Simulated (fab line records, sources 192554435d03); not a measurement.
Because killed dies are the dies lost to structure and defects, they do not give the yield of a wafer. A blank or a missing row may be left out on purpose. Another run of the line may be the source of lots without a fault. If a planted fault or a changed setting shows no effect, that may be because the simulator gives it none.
Which tool did it? || flow n5Finfet || 11 lots with 29 wafers sampled at 7 steps, on a route of 1938 steps

== WHAT THE GAUGES SHOWED, per wafer ==
N5_SD_EPI_N_INSPECT_11: inspects for defects (macro).
{"lot": "L923", "measured": "day 3 01:03", "on": "defectInspect-01", "rawDefectCount": "3 2"}
{"lot": "L927", "measured": "day 4 01:38", "on": "defectInspect-01", "rawDefectCount": "4 4 3"}
{"lot": "L928", "measured": "day 4 09:09", "on": "defectInspect-02", "rawDefectCount": "4 3 0"}
{"lot": "L929", "measured": "day 4 12:34", "on": "defectInspect-01", "rawDefectCount": "2 1 2"}
{"lot": "L932", "measured": "day 5 06:49", "on": "defectInspect-01", "rawDefectCount": "3 3 0"}
{"lot": "L935", "measured": "day 6 04:30", "on": "defectInspect-02", "rawDefectCount": "1 3 1"}
{"lot": "L937", "measured": "day 6 15:28", "on": "defectInspect-01", "rawDefectCount": "1 5 5"}
{"lot": "L939", "measured": "day 7 02:26", "on": "defectInspect-01", "rawDefectCount": "2 2 1"}
{"lot": "L941", "measured": "day 7 12:49", "on": "defectInspect-02", "rawDefectCount": "2 1"}
{"lot": "L943", "measured": "day 8 00:23", "on": "defectInspect-02", "rawDefectCount": "3 5"}
{"lot": "L944", "measured": "day 8 05:40", "on": "defectInspect-01", "rawDefectCount": "1 3"}

N5_SD_EPI_N_EPI_MEAS_23.
{"lot": "L923", "measured": "day 3 04:29", "on": "filmMetro-02", "thkNm (nm)": "58.7 58.8"}
{"lot": "L927", "measured": "day 4 05:04", "on": "filmMetro-02", "thkNm (nm)": "60.2 59.0 58.8"}
{"lot": "L928", "measured": "day 4 12:57", "on": "filmMetro-02", "thkNm (nm)": "58.4 57.8 60.4"}
{"lot": "L929", "measured": "day 4 16:37", "on": "filmMetro-02", "thkNm (nm)": "58.6 60.8 60.1"}
{"lot": "L932", "measured": "day 5 10:23", "on": "filmMetro-02", "thkNm (nm)": "60.3 58.7 60.0"}
{"lot": "L935", "measured": "day 6 07:56", "on": "filmMetro-02", "thkNm (nm)": "40.4 41.2 40.2"}
{"lot": "L937", "measured": "day 6 18:54", "on": "filmMetro-02", "thkNm (nm)": "40.7 41.9 40.4"}
{"lot": "L939", "measured": "day 7 06:37", "on": "filmMetro-02", "thkNm (nm)": "41.4 40.7 40.1"}
{"lot": "L941", "measured": "day 7 16:14", "on": "filmMetro-02", "thkNm (nm)": "58.2 57.5"}
{"lot": "L943", "measured": "day 8 03:50", "on": "filmMetro-02", "thkNm (nm)": "60.7 61.6"}
{"lot": "L944", "measured": "day 8 10:42", "on": "filmMetro-02", "thkNm (nm)": "58.8 58.5"}

N5_SD_ACTIVATION_RS_MEAS_03: uses a four-point probe to measure.
{"lot": "L923", "measured": "day 3 09:42", "on": "filmMetro-01", "RS_SD_N (ohm/sq)": "21.48 21.72", "RS_SD_P (ohm/sq)": "56.0 55.2"}
{"lot": "L927", "measured": "day 4 10:38", "on": "filmMetro-01", "RS_SD_N (ohm/sq)": "21.72 21.71 21.92", "RS_SD_P (ohm/sq)": "55.3 53.8 55.3"}
{"lot": "L928", "measured": "day 4 18:46", "on": "filmMetro-02", "RS_SD_N (ohm/sq)": "21.82 22.06 21.97", "RS_SD_P (ohm/sq)": "56.4 56.2 56.9"}
{"lot": "L929", "measured": "day 4 23:19", "on": "filmMetro-02", "RS_SD_N (ohm/sq)": "21.98 21.79 21.90", "RS_SD_P (ohm/sq)": "55.0 54.8 55.4"}
{"lot": "L932", "measured": "day 5 15:47", "on": "filmMetro-01", "RS_SD_N (ohm/sq)": "21.81 21.84 21.64", "RS_SD_P (ohm/sq)": "55.5 56.0 55.2"}
{"lot": "L935", "measured": "day 6 13:08", "on": "filmMetro-02", "RS_SD_N (ohm/sq)": "31.05 30.60 30.45", "RS_SD_P (ohm/sq)": "56.6 55.7 55.8"}
{"lot": "L937", "measured": "day 7 00:07", "on": "filmMetro-02", "RS_SD_N (ohm/sq)": "30.61 30.54 30.74", "RS_SD_P (ohm/sq)": "54.7 54.8 54.5"}
{"lot": "L939", "measured": "day 7 11:50", "on": "filmMetro-02", "RS_SD_N (ohm/sq)": "31.22 32.07 31.15", "RS_SD_P (ohm/sq)": "55.3 55.7 56.0"}
{"lot": "L941", "measured": "day 7 21:22", "on": "filmMetro-02", "RS_SD_N (ohm/sq)": "21.91 21.87", "RS_SD_P (ohm/sq)": "55.5 54.9"}
{"lot": "L943", "measured": "day 8 09:55", "on": "filmMetro-02", "RS_SD_N (ohm/sq)": "21.61 21.22", "RS_SD_P (ohm/sq)": "56.5 56.5"}
{"lot": "L944", "measured": "day 8 18:09", "on": "filmMetro-02", "RS_SD_N (ohm/sq)": "21.58 21.76", "RS_SD_P (ohm/sq)": "55.7 54.3"}

N5_BEOL_M4_RC_MEAS_101.
{"lot": "L923", "measured": "day 7 20:53", "on": "prober-01", "DIBL_N (mV/V)": "40.7 39.1", "DIBL_P (mV/V)": "40.5 38.7", "IOFF_N (nA/um)": "0.246 0.186", "IOFF_P (nA/um)": "0.30 0.25", "ION_N (uA/um)": "688 671", "ION_P (uA/um)": "472 466", "REXT_N (ohm.um)": "72.7 73.6", "RS_SD_N (ohm/sq)": "27.8 28.1", "SS_N (mV/dec)": "71.9 72.2", "SS_P (mV/dec)": "73.7 74.2", "VT_N (mV)": "243 247", "VT_P (mV)": "-246 -248"}
{"lot": "L927", "measured": "day 9 08:10", "on": "prober-01", "DIBL_N (mV/V)": "33.3 34.5 34.5", "DIBL_P (mV/V)": "33.7 34.8 33.9", "IOFF_N (nA/um)": "0.114 0.136 0.139", "IOFF_P (nA/um)": "0.15 0.17 0.16", "ION_N (uA/um)": "660 679 669", "ION_P (uA/um)": "456 470 457", "REXT_N (ohm.um)": "76.9 76.3 76.2", "RS_SD_N (ohm/sq)": "28.1 28.1 28.1", "SS_N (mV/dec)": "70.6 70.5 71.2", "SS_P (mV/dec)": "72.6 72.8 73.1", "VT_N (mV)": "256 255 252", "VT_P (mV)": "-255 -252 -254"}
{"lot": "L928", "measured": "day 9 10:43", "on": "prober-02", "DIBL_N (mV/V)": "37.8 38.3 40.5", "DIBL_P (mV/V)": "37.0 36.7 40.7", "IOFF_N (nA/um)": "0.155 0.152 0.222", "IOFF_P (nA/um)": "0.22 0.22 0.30", "ION_N (uA/um)": "679 662 699", "ION_P (uA/um)": "473 469 477", "REXT_N (ohm.um)": "76.3 76.2 76.1", "RS_SD_N (ohm/sq)": "28.4 28.4 28.4", "SS_N (mV/dec)": "71.5 71.8 72.4", "SS_P (mV/dec)": "73.6 73.4 74.5", "VT_N (mV)": "251 253 246", "VT_P (mV)": "-249 -248 -244"}
{"lot": "L929", "measured": "day 9 12:29", "on": "prober-01", "DIBL_N (mV/V)": "37.1 37.2 36.6", "DIBL_P (mV/V)": "36.7 35.5 35.7", "IOFF_N (nA/um)": "0.159 0.166 0.150", "IOFF_P (nA/um)": "0.21 0.20 0.19", "ION_N (uA/um)": "679 671 683", "ION_P (uA/um)": "467 459 461", "REXT_N (ohm.um)": "75.9 74.7 74.6", "RS_SD_N (ohm/sq)": "28.5 28.1 28.4", "SS_N (mV/dec)": "72.0 72.2 71.2", "SS_P (mV/dec)": "73.0 72.8 72.2", "VT_N (mV)": "250 247 249", "VT_P (mV)": "-252 -250 -250"}
{"lot": "L932", "measured": "day 10 15:08", "on": "prober-01", "DIBL_N (mV/V)": "37.8 38.0 37.6", "DIBL_P (mV/V)": "38.9 39.1 38.2", "IOFF_N (nA/um)": "0.187 0.190 0.177", "IOFF_P (nA/um)": "0.29 0.29 0.27", "ION_N (uA/um)": "684 688 673", "ION_P (uA/um)": "478 479 469", "REXT_N (ohm.um)": "73.7 73.4 73.2", "RS_SD_N (ohm/sq)": "27.8 28.1 28.2", "SS_N (mV/dec)": "71.4 72.1 71.1", "SS_P (mV/dec)": "73.6 73.4 73.6", "VT_N (mV)": "246 248 248", "VT_P (mV)": "-243 -243 -244"}
{"lot": "L935", "measured": "day 11 00:25", "on": "prober-02", "DIBL_N (mV/V)": "38.1 36.2 36.3", "DIBL_P (mV/V)": "34.4 33.2 32.7", "IOFF_N (nA/um)": "0.143 0.126 0.129", "IOFF_P (nA/um)": "0.18 0.17 0.16", "ION_N (uA/um)": "650 655 660", "ION_P (uA/um)": "460 463 459", "REXT_N (ohm.um)": "83.7 84.5 82.7", "RS_SD_N (ohm/sq)": "40.1 40.5 39.9", "SS_N (mV/dec)": "71.8 70.8 71.2", "SS_P (mV/dec)": "73.0 72.5 72.9", "VT_N (mV)": "255 255 256", "VT_P (mV)": "-253 -256 -257"}
{"lot": "L937", "measured": "day 11 05:39", "on": "prober-01", "DIBL_N (mV/V)": "38.2 37.5 38.4", "DIBL_P (mV/V)": "37.1 36.7 37.1", "IOFF_N (nA/um)": "0.171 0.169 0.188", "IOFF_P (nA/um)": "0.22 0.21 0.21", "ION_N (uA/um)": "671 665 663", "ION_P (uA/um)": "467 462 463", "REXT_N (ohm.um)": "84.0 83.3 83.4", "RS_SD_N (ohm/sq)": "40.2 39.5 39.8", "SS_N (mV/dec)": "72.1 72.2 71.8", "SS_P (mV/dec)": "73.7 73.8 73.6", "VT_N (mV)": "252 251 251", "VT_P (mV)": "-254 -251 -252"}
{"lot": "L939", "measured": "day 12 13:32", "on": "prober-01", "DIBL_N (mV/V)": "36.7 37.3 34.9", "DIBL_P (mV/V)": "35.3 35.9 34.1", "IOFF_N (nA/um)": "0.144 0.151 0.118", "IOFF_P (nA/um)": "0.19 0.20 0.16", "ION_N (uA/um)": "665 661 656", "ION_P (uA/um)": "464 459 461", "REXT_N (ohm.um)": "84.6 85.8 86.6", "RS_SD_N (ohm/sq)": "40.4 40.9 40.3", "SS_N (mV/dec)": "71.8 71.8 70.8", "SS_P (mV/dec)": "72.9 73.0 71.9", "VT_N (mV)": "252 252 255", "VT_P (mV)": "-253 -252 -253"}
{"lot": "L941", "measured": "day 12 16:46", "on": "prober-01", "DIBL_N (mV/V)": "36.1 34.9", "DIBL_P (mV/V)": "36.7 35.5", "IOFF_N (nA/um)": "0.142 0.133", "IOFF_P (nA/um)": "0.19 0.18", "ION_N (uA/um)": "666 673", "ION_P (uA/um)": "457 463", "REXT_N (ohm.um)": "76.2 74.9", "RS_SD_N (ohm/sq)": "28.3 28.7", "SS_N (mV/dec)": "71.4 71.2", "SS_P (mV/dec)": "73.5 72.8", "VT_N (mV)": "254 252", "VT_P (mV)": "-251 -251"}
{"lot": "L943", "measured": "day 13 12:14", "on": "prober-01", "DIBL_N (mV/V)": "33.4 32.2", "DIBL_P (mV/V)": "31.5 30.3", "IOFF_N (nA/um)": "0.118 0.107", "IOFF_P (nA/um)": "0.16 0.15", "ION_N (uA/um)": "669 668", "ION_P (uA/um)": "455 461", "REXT_N (ohm.um)": "77.1 77.1", "RS_SD_N (ohm/sq)": "28.0 27.5", "SS_N (mV/dec)": "71.0 69.9", "SS_P (mV/dec)": "72.4 72.7", "VT_N (mV)": "252 255", "VT_P (mV)": "-255 -254"}
{"lot": "L944", "measured": "day 13 12:34", "on": "prober-02", "DIBL_N (mV/V)": "34.3 34.5", "DIBL_P (mV/V)": "34.8 34.4", "IOFF_N (nA/um)": "0.135 0.128", "IOFF_P (nA/um)": "0.20 0.18", "ION_N (uA/um)": "665 665", "ION_P (uA/um)": "463 462", "REXT_N (ohm.um)": "78.4 77.3", "RS_SD_N (ohm/sq)": "28.6 28.6", "SS_N (mV/dec)": "71.1 70.9", "SS_P (mV/dec)": "73.0 73.1", "VT_N (mV)": "251 253", "VT_P (mV)": "-249 -252"}

== EACH LOT AND THE TOOL THAT RAN IT (in order: tool; ch and the chambers of the sampled wafers; start) ==
{"lot": "L923", "N5_DUMMY_GATE_ETCH_23": "rieSi-03 ch 1,2, day 2 23:32", "N5_SD_EPI_N_ETCH_35": "rieDiel-06 ch 0,3, day 3 01:10", "N5_SD_EPI_N_EPI_21": "epiRpcvd-03 ch 0, day 3 02:46"}
{"lot": "L927", "N5_DUMMY_GATE_ETCH_23": "rieSi-03 ch 2,3, day 4 00:02", "N5_SD_EPI_N_ETCH_35": "rieDiel-03 ch 0,1,3, day 4 01:45", "N5_SD_EPI_N_EPI_21": "epiRpcvd-02 ch 0, day 4 03:22"}
{"lot": "L928", "N5_DUMMY_GATE_ETCH_23": "rieSi-05 ch 0,1,2, day 4 07:28", "N5_SD_EPI_N_ETCH_35": "rieDiel-02 ch 1,2,3, day 4 09:39", "N5_SD_EPI_N_EPI_21": "epiRpcvd-03 ch 0, day 4 11:14"}
{"lot": "L929", "N5_DUMMY_GATE_ETCH_23": "rieSi-03 ch 0,1,3, day 4 11:04", "N5_SD_EPI_N_ETCH_35": "rieDiel-06 ch 0,1,3, day 4 13:19", "N5_SD_EPI_N_EPI_21": "epiRpcvd-02 ch 0, day 4 14:54"}
{"lot": "L932", "N5_DUMMY_GATE_ETCH_23": "rieSi-05 ch 1,2, day 5 04:23", "N5_SD_EPI_N_ETCH_35": "rieDiel-03 ch 0,2,3, day 5 07:14", "N5_SD_EPI_N_EPI_21": "epiRpcvd-03 ch 0, day 5 09:30"}
{"lot": "L935", "N5_DUMMY_GATE_ETCH_23": "rieSi-05 ch 0,1,3, day 6 03:07", "N5_SD_EPI_N_ETCH_35": "rieDiel-02 ch 0,2, day 6 04:38", "N5_SD_EPI_N_EPI_21": "epiRpcvd-03 ch 0, day 6 06:29"}
{"lot": "L937", "N5_DUMMY_GATE_ETCH_23": "rieSi-01 ch 0,1,3, day 6 13:58", "N5_SD_EPI_N_ETCH_35": "rieDiel-02 ch 0,1,2, day 6 15:36", "N5_SD_EPI_N_EPI_21": "epiRpcvd-03 ch 0, day 6 17:11"}
{"lot": "L939", "N5_DUMMY_GATE_ETCH_23": "rieSi-05 ch 0,1,2, day 7 00:52", "N5_SD_EPI_N_ETCH_35": "rieDiel-06 ch 0,1, day 7 02:34", "N5_SD_EPI_N_EPI_21": "epiRpcvd-03 ch 0, day 7 04:42"}
{"lot": "L941", "N5_DUMMY_GATE_ETCH_23": "rieSi-01 ch 1,3, day 7 10:41", "N5_SD_EPI_N_ETCH_35": "rieDiel-03 ch 1,3, day 7 12:56", "N5_SD_EPI_N_EPI_21": "epiRpcvd-02 ch 0, day 7 15:04"}
{"lot": "L943", "N5_DUMMY_GATE_ETCH_23": "rieSi-05 ch 2, day 7 22:47", "N5_SD_EPI_N_ETCH_35": "rieDiel-03 ch 0,2, day 8 00:31", "N5_SD_EPI_N_EPI_21": "epiRpcvd-02 ch 0, day 8 02:24"}
{"lot": "L944", "N5_DUMMY_GATE_ETCH_23": "rieSi-05 ch 3, day 8 03:53", "N5_SD_EPI_N_ETCH_35": "rieDiel-06 ch 2, day 8 05:48", "N5_SD_EPI_N_EPI_21": "epiRpcvd-04 ch 0, day 8 09:32"}
- N5_DUMMY_GATE_ETCH_23: etches poly-Si in HBr/Cl2/O2, target depth 41 nm, time 22.3 s.
- N5_SD_EPI_N_ETCH_35: etches SOC in N2/H2, overetch 108 nm, time 486 s.
- N5_SD_EPI_N_EPI_21: deposits Si:P, time 690 s.

== AS READ BY THE TOOLS THEMSELVES (means over the sampled wafers that have a number; for cases with no such wafer, the mark the record gives instead) ==
N5_DUMMY_GATE_ETCH_23.
{"lot": "L923", "tool": "rieSi-03", "HBr_flow_sccm (sccm)": 150.3, "drypumpMotorCurrentA (A)": 5.5, "oesProductAu (a.u.)": 0.994, "throttleValvePct (%)": 37.4}
{"lot": "L927", "tool": "rieSi-03", "HBr_flow_sccm (sccm)": 150.6, "drypumpMotorCurrentA (A)": 5.5, "oesProductAu (a.u.)": 1.017, "throttleValvePct (%)": 37.6}
{"lot": "L928", "tool": "rieSi-05", "HBr_flow_sccm (sccm)": 149.9, "drypumpMotorCurrentA (A)": 5.5, "oesProductAu (a.u.)": 0.999, "throttleValvePct (%)": 37.5}
{"lot": "L929", "tool": "rieSi-03", "HBr_flow_sccm (sccm)": 149.8, "drypumpMotorCurrentA (A)": 5.3, "oesProductAu (a.u.)": 1.006, "throttleValvePct (%)": 36.9}
{"lot": "L932", "tool": "rieSi-05", "HBr_flow_sccm (sccm)": 150.0, "drypumpMotorCurrentA (A)": 5.9, "oesProductAu (a.u.)": 1.012, "throttleValvePct (%)": 37.5}
{"lot": "L935", "tool": "rieSi-05", "HBr_flow_sccm (sccm)": 150.0, "drypumpMotorCurrentA (A)": 5.6, "oesProductAu (a.u.)": 1.015, "throttleValvePct (%)": 37.4}
{"lot": "L937", "tool": "rieSi-01", "HBr_flow_sccm (sccm)": 150.5, "drypumpMotorCurrentA (A)": 5.5, "oesProductAu (a.u.)": 1.005, "throttleValvePct (%)": 37.3}
{"lot": "L939", "tool": "rieSi-05", "HBr_flow_sccm (sccm)": 150.3, "drypumpMotorCurrentA (A)": 5.5, "oesProductAu (a.u.)": 0.991, "throttleValvePct (%)": 37.4}
{"lot": "L941", "tool": "rieSi-01", "HBr_flow_sccm (sccm)": 149.7, "drypumpMotorCurrentA (A)": 5.4, "oesProductAu (a.u.)": 1.024, "throttleValvePct (%)": 37.2}
{"lot": "L943", "tool": "rieSi-05", "HBr_flow_sccm (sccm)": 149.8, "drypumpMotorCurrentA (A)": 5.2, "oesProductAu (a.u.)": 1.006, "throttleValvePct (%)": 37.8}
{"lot": "L944", "tool": "rieSi-05", "HBr_flow_sccm (sccm)": 149.6, "drypumpMotorCurrentA (A)": 5.6, "oesProductAu (a.u.)": 1.010, "throttleValvePct (%)": 37.7}

N5_SD_EPI_N_ETCH_35.
{"lot": "L923", "tool": "rieDiel-06", "drypumpMotorCurrentA (A)": 5.9, "oesProductAu (a.u.)": 0.82, "rfVppV (V)": 241.6, "showerheadPlenumPTorr (Torr)": 2.71, "throttleValvePct (%)": 23.5}
{"lot": "L927", "tool": "rieDiel-03", "drypumpMotorCurrentA (A)": 5.8, "oesProductAu (a.u.)": 0.74, "rfVppV (V)": 240.1, "showerheadPlenumPTorr (Torr)": 2.52, "throttleValvePct (%)": 24.0}
{"lot": "L928", "tool": "rieDiel-02", "drypumpMotorCurrentA (A)": 5.4, "oesProductAu (a.u.)": 0.68, "rfVppV (V)": 240.8, "showerheadPlenumPTorr (Torr)": 2.57, "throttleValvePct (%)": 23.7}
{"lot": "L929", "tool": "rieDiel-06", "drypumpMotorCurrentA (A)": 6.0, "oesProductAu (a.u.)": 0.76, "rfVppV (V)": 241.4, "showerheadPlenumPTorr (Torr)": 2.62, "throttleValvePct (%)": 23.5}
{"lot": "L932", "tool": "rieDiel-03", "drypumpMotorCurrentA (A)": 5.8, "oesProductAu (a.u.)": 0.80, "rfVppV (V)": 241.7, "showerheadPlenumPTorr (Torr)": 2.63, "throttleValvePct (%)": 24.2}
{"lot": "L935", "tool": "rieDiel-02", "drypumpMotorCurrentA (A)": 6.1, "oesProductAu (a.u.)": 0.79, "rfVppV (V)": 240.4, "showerheadPlenumPTorr (Torr)": 2.50, "throttleValvePct (%)": 24.2}
{"lot": "L937", "tool": "rieDiel-02", "drypumpMotorCurrentA (A)": 5.9, "oesProductAu (a.u.)": 0.70, "rfVppV (V)": 240.2, "showerheadPlenumPTorr (Torr)": 2.53, "throttleValvePct (%)": 24.0}
{"lot": "L939", "tool": "rieDiel-06", "drypumpMotorCurrentA (A)": 6.1, "oesProductAu (a.u.)": 0.73, "rfVppV (V)": 241.1, "showerheadPlenumPTorr (Torr)": 2.53, "throttleValvePct (%)": 23.5}
{"lot": "L941", "tool": "rieDiel-03", "drypumpMotorCurrentA (A)": 5.7, "oesProductAu (a.u.)": 0.79, "rfVppV (V)": 242.1, "showerheadPlenumPTorr (Torr)": 2.64, "throttleValvePct (%)": 23.5}
{"lot": "L943", "tool": "rieDiel-03", "drypumpMotorCurrentA (A)": 5.8, "oesProductAu (a.u.)": 0.77, "rfVppV (V)": 241.9, "showerheadPlenumPTorr (Torr)": 2.63, "throttleValvePct (%)": 24.3}
{"lot": "L944", "tool": "rieDiel-06", "drypumpMotorCurrentA (A)": 5.2, "oesProductAu (a.u.)": 0.77, "rfVppV (V)": 241.4, "showerheadPlenumPTorr (Torr)": 2.59, "throttleValvePct (%)": 23.6}

N5_SD_EPI_N_EPI_21.
{"lot": "L923", "tool": "epiRpcvd-03", "susceptorTempC (C)": 680.1, "susceptor_temp_C_max": 682.2}
{"lot": "L927", "tool": "epiRpcvd-02", "susceptorTempC (C)": 680.0, "susceptor_temp_C_max": 682.2}
{"lot": "L928", "tool": "epiRpcvd-03", "susceptorTempC (C)": 680.1, "susceptor_temp_C_max": 682.3}
{"lot": "L929", "tool": "epiRpcvd-02", "susceptorTempC (C)": 680.3, "susceptor_temp_C_max": 682.1}
{"lot": "L932", "tool": "epiRpcvd-03", "susceptorTempC (C)": 680.0, "susceptor_temp_C_max": 682.0}
{"lot": "L935", "tool": "epiRpcvd-03", "susceptorTempC (C)": 662.9, "susceptor_temp_C_max": 664.7}
{"lot": "L937", "tool": "epiRpcvd-03", "susceptorTempC (C)": 663.4, "susceptor_temp_C_max": 665.2}
{"lot": "L939", "tool": "epiRpcvd-03", "susceptorTempC (C)": 663.5, "susceptor_temp_C_max": 666.3}
{"lot": "L941", "tool": "epiRpcvd-02", "susceptorTempC (C)": 679.9, "susceptor_temp_C_max": 682.0}
{"lot": "L943", "tool": "epiRpcvd-02", "susceptorTempC (C)": 680.3, "susceptor_temp_C_max": 682.5}
{"lot": "L944", "tool": "epiRpcvd-04", "susceptorTempC (C)": 680.0, "susceptor_temp_C_max": 681.0}

== THE ANSWER, worked out from the rows above alone ==
Rule: the lots themselves supply what counts as usual. The widest of any qualifying gaps counts: lots, ordered by their means at a reading, are off when they make up no more than a third of the lots, leave a main group of 4 or more, and stand apart from it by 3 or more times the standard deviation of that group's means. If all means in a main group match to the digits the tables above print for the reading, that group is not used. A lot without any number at a reading at which 4 lots or more have one is off too. The other lots that the step has rows for count as sound. Order of review: gauges by route order, followed by the tools' own readings, for which a lot's mean as printed above is used. The first step at which some lot is off is used, and at that step the reading that is off furthest; a lot without a number counts as furthest.
Off: L935, L937, L939 (N5_SD_EPI_N_EPI_MEAS_23, thkNm). For the main group the mean is 59.3 nm and the standard deviation 0.93.
If a tool, at a process step before that reading, ran all the lots that are off and no sound lot after the first of them, it fits. Not tried: the gauges at N5_SD_EPI_N_EPI_MEAS_23; whatever is off there is also off at N5_BEOL_M4_RC_MEAS_101, on other tools, and gauge error can't account for it. One candidate fits, namely epiRpcvd-03 at N5_SD_EPI_N_EPI_21. Its last sound lot is L932 (day 5 09:30), its first lot that is off L935 (day 6 06:29): a fault that began between those two fits.
The tool's own readings at N5_SD_EPI_N_EPI_21 bear it out: on the lots that are off they differ by more than 5 times the standard deviation of the sound lots' means. susceptorTempC reads 663.3 C there against 680.1 C on the sound lots; susceptor_temp_C_max reads 665.4 there against 682.0 on the sound lots.

== WHAT THE SIMULATOR HAD INSERTED ==
Process parameters drifting: epiRpcvd-03 at N5_SD_EPI_N_EPI_21, beginning at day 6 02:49. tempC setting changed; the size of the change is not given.
Struck lots among those shown: L935, L937, L939. The rule given above showed the same thing.
